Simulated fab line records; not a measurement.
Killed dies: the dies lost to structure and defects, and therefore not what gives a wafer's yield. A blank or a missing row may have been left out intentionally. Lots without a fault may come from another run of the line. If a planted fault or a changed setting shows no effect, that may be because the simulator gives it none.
Chamber matching    flow nand-harc    NHARC_P_GATE_STRIP_67 on wet-bench-06: 7 sister chambers
The step strips in SPM, time 600 s. 7 wafers are shown with their chamber, then 6 later ones without.

== WAFERS WITH THEIR CHAMBER ==
wafer   chamber  bath-guard-temp-C (C)
L563.3  3        130.5
L563.5  1        129.8
L564.1  4        130.1
L565.6  2        130.2
L566.2  0        130.3
L566.3  6        129.8
L567.2  5        129.4

== WAFERS WHOSE CHAMBER IS MISSING ==
wafer   bath-guard-temp-C (C)
L567.4  129.7
L567.5  129.3
L569.1  130.5
L569.3  129.9
L570.1  129.4
L570.2  129.2

== WHICH CHAMBER EACH WENT THROUGH ==
wafer    from the rows above                 in truth
L567.4   can't be placed: 1 or 6 or 5        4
L567.5   5                                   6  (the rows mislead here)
L569.1   can't be placed: 3 or 0             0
L569.3   can't be placed: 1 or 6 or 4 or 2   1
L570.1   5                                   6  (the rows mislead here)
L570.2   5                                   5
Correctly placed: 1 of 6. Not placeable from these rows: 3 (in 2, the candidates include the true chamber). 2 placed wrongly.
How it was worked out, from the rows above alone: a wafer's distance from a chamber is the root of the sum, over the readings, of the square of ((its reading less the chamber's mean) divided by the reading's scatter). The wafer belongs to the nearest chamber; if the next one is less than 2 further off, it can't be placed. A chamber's mean is the mean of its shown wafers. The scatter: root of mean squared gap, hidden wafer to nearest shown wafer, with one shown wafer a chamber.
